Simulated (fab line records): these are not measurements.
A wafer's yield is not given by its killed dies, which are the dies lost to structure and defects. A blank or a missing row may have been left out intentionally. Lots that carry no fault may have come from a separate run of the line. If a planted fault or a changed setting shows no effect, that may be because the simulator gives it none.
Matching of chambers ; flow n5 finfet ; 4 sister chambers for N5_BEOL_M7_ETCH_62 on rie diel-06
The step etches SOC in N2/H2, target depth 110 nm, overetch 22 nm, time 165 s. 14 wafers are shown with their chamber, then 7 later ones without.

## EACH WAFER AND ITS CHAMBER
wafer;chamber;showerhead plenum p Torr (Torr);drypump motor current A (A);rf vpp V (V)
L075.3;1;2.49;4.7;522.7
L075.4;3;2.33;5.9;517.4
L075.6;0;2.60;5.6;526.2
L079.1;1;2.49;4.7;524.6
L079.2;3;2.33;5.9;518.9
L079.6;2;2.67;5.4;525.5
L086.1;0;2.59;5.7;524.5
L086.4;0;2.59;5.7;524.5
L086.5;2;2.66;5.3;526.5
L088.1;2;2.66;5.4;526.5
L088.3;1;2.48;4.7;523.5
L088.6;1;2.48;4.7;522.7
L093.1;1;2.48;4.7;522.5
L093.5;2;2.66;5.4;526.7

SIGNATURES, as means of the wafers listed above
reading;chamber 0;chamber 1;chamber 2;chamber 3;scatter within a chamber
showerhead plenum p Torr;2.5933;2.4840;2.6625;2.3300;0.00512
drypump motor current A;5.667;4.700;5.375;5.900;0.0376
rf vpp V;525.067;523.200;526.300;518.150;0.835
Rule: for each reading, subtract the chamber's mean from the wafer's reading, divide by that reading's scatter and square the result; add these up over the readings and take the root, which gives the wafer's distance from the chamber. If the next closest chamber is less than 2 further off than the closest, the wafer can't be placed; otherwise it belongs to the closest. The scatter is the square root of a quotient: the sum, over the shown wafers, of each reading's squared deviation from its chamber's mean, divided by wafers minus chambers.

## WAFERS WITHOUT THEIR CHAMBER
wafer;showerhead plenum p Torr (Torr);drypump motor current A (A);rf vpp V (V)
L093.6;2.32;5.9;518.4
L094.2;2.58;5.7;523.7
L094.4;2.32;5.9;519.0
L094.6;2.58;5.7;526.0
L096.2;2.58;5.7;525.8
L096.4;2.31;5.9;516.6
L096.6;2.58;5.7;524.5

## WHICH CHAMBER EACH ONE RAN IN
wafer;from the rows above;in truth
L093.6;3;3
L094.2;0;0
L094.4;3;3
L094.6;0;0
L096.2;0;0
L096.4;3;3
L096.6;0;0
Correct placement for 7 of the 7. Number that these rows cannot place: 0. 0 placed wrongly.
